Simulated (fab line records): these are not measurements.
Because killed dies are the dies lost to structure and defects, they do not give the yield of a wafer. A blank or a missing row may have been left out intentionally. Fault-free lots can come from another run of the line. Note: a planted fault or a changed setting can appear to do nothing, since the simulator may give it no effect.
Struck lot and sound lot, side by side :: flow n5 finfet :: 25 out of 1938 route steps
Sound: these wafers, L672.1, L672.3, L672.5. Struck: wafers L683.1, L683.2, L683.6. At the end, the cause is stated.
Order at every step that has rows: each side's tool, ch and its chambers, its first start. Under that, the readings that differ: sound wafers :: struck wafers :: difference of the means :: sigmas: that difference in standard deviations of wafers without a fault.
alike: readings with means less than 2 such deviations apart, plus words and numbers identical on both sides. not compared: withheld readings, readings lacking a value on some wafer, bounds such as >300 that could conceal the same value, and numbers that have no deviation in the record and whose values overlap.
The two part at a step that has a row with sigmas, a row that says differs or no value, or rows on one side only. Numbers that don't overlap but have no deviation are shown without sigmas and don't part them. Lack of a reading on every wafer of one side parts them only where that side has two or more wafers.

first, 11 steps without rows for these wafers: N5_BEOL_M0_SAQP_STRIP_108 (strips in N2/H2); N5_BEOL_M0_SAQP_RECESS_109 (chemistry HF/NH3, target SiO2, target depth 3 nm, afs cycles 1, sublimation time 60 s); N5_BEOL_M0_SAQP_SPACER2_ALD_26 (deposits SiO2, target thk 15 nm, pulse time 1 s, purge time 2 s); N5_BEOL_M0_SAQP_SPACER2_ETCHBACK_27 (etches SiO2 in CHF3/O2, target depth 22.5 nm, time 11.25 s); N5_BEOL_M0_SAQP_MANDREL2_REMOVE_110 (chemistry HBr/Cl2/O2, target a-Si, stops on SiCN, bt time 10 s); N5_BEOL_M0_SAQP_COAT_69 (time 60 s, resist thk 90 nm); N5_BEOL_M0_SAQP_COAT_72 (time 60 s, resist thk 15 nm); N5_BEOL_M0_SAQP_COAT_87 (time 60 s, resist thk 5 nm); N5_BEOL_M0_SAQP_COAT_34 (resist thk 30 nm); N5_BEOL_M0_SAQP_EBR_36; N5_BEOL_M0_SAQP_SOFTBAKE_35 (time 60 s).
N5_BEOL_M0_SAQP_EXPOSE_37: exposes mask M0 CUT1, target cd 30 nm.
  sound on euv scanner-01 ch 0, day 8 21:29; struck on euv scanner-01 ch 0, day 11 05:23
reading: exposure dose mJ cm2
sound: 44.71 44.67 44.64
struck: 45.24 45.20 45.19
difference: +0.54
sigmas: +11
  alike: mask
then, 2 steps without rows for these wafers: N5_BEOL_M0_SAQP_PEB_38 (peb time 60 s); N5_BEOL_M0_SAQP_DEVELOP_39 (develop time 30 s).
N5_BEOL_M0_SAQP_DESCUM_45: chemistry O2, time 7 s.
  sound on rie diel-04 ch 0,1,2, day 8 21:45; struck on rie diel-04 ch 0,2,3, day 11 05:40
reading: model.BEOL_M0_SAQP.cd nm (nm)
sound: 30 30 30
struck: 30.4 30.2 30.4
difference: +0.3
sigmas: 
  alike: drypump motor current A, oes product au, rf vpp V, showerhead plenum p Torr, throttle valve pct
  not compared: rf hours counter h
then, 6 steps without rows for these wafers: N5_BEOL_M0_SAQP_ETCH_88 (etches underlayer in N2/H2, target depth 6.5 nm, time 5.2 s); N5_BEOL_M0_SAQP_ETCH_73 (etches SiARC in CF4, target depth 19.5 nm, time 32.5 s); N5_BEOL_M0_SAQP_CUT_ETCH_46 (etches SOC in N2/H2, target depth 135 nm, overetch 27 nm, time 202.5 s); N5_BEOL_M0_SAQP_STRIP_74 (strips in N2/H2); N5_BEOL_M0_SAQP_STRIP_89 (strips in N2/H2); N5_BEOL_M0_SAQP_ALD_48 (deposits SiO2, target thk 20 nm, pulse time 1 s, co reactant pulse time 1 s).
N5_BEOL_M0_SAQP_ETCH_49: etches SiO2 in CF4/O2, target depth 37 nm.
  sound on rie diel-01 ch 0,1,3, day 8 22:44; struck on rie diel-03 ch 0,1,3, day 11 07:25
  alike: drypump motor current A, oes product au, rf vpp V, showerhead plenum p Torr, throttle valve pct, model.BEOL_M0_SAQP.cd nm
  not compared: rf hours counter h
then, 1 step without rows for these wafers: N5_BEOL_M0_SAQP_STRIP_75 (strips in CF4).
-- record jumps: 2 days separate the struck wafers' starts on either side; left off in module BEOL_M0_SAQP, taken up again in module BEOL_M4, whose first shown step is the route's number 1111 --
N5_BEOL_M4_RC_MEAS_101:
  sound on prober-01 ch 0, day 11 08:23; struck on prober-01 ch 0, day 13 17:46
reading: ION_P (uA/um)
sound: 470 468 467
struck: 452 456 452
difference: -15
sigmas: -2
  alike: DIBL_N, DIBL_P, IOFF_N, IOFF_P, ION_N, SS_N, SS_P, VT_N, VT_P
-- record jumps: 5 days separate the struck wafers' starts on either side; left off in module BEOL_M4, taken up again in module PASSIVATION, whose first shown step is the route's number 1936 --
N5_PASSIVATION_PROBE_49:
  only the struck wafers here have rows in the record (prober-01, day 18 07:49); the sound ones have none

WHERE THEY PART
Earliest at N5_BEOL_M0_SAQP_EXPOSE_37; latest, in this record, at N5_PASSIVATION_PROBE_49.

WHY: the cause the simulator had injected
Process parameters drifting: euv scanner-01 at N5_BEOL_M0_SAQP_EXPOSE_37, beginning at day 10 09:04. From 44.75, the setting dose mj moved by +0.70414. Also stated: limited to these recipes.
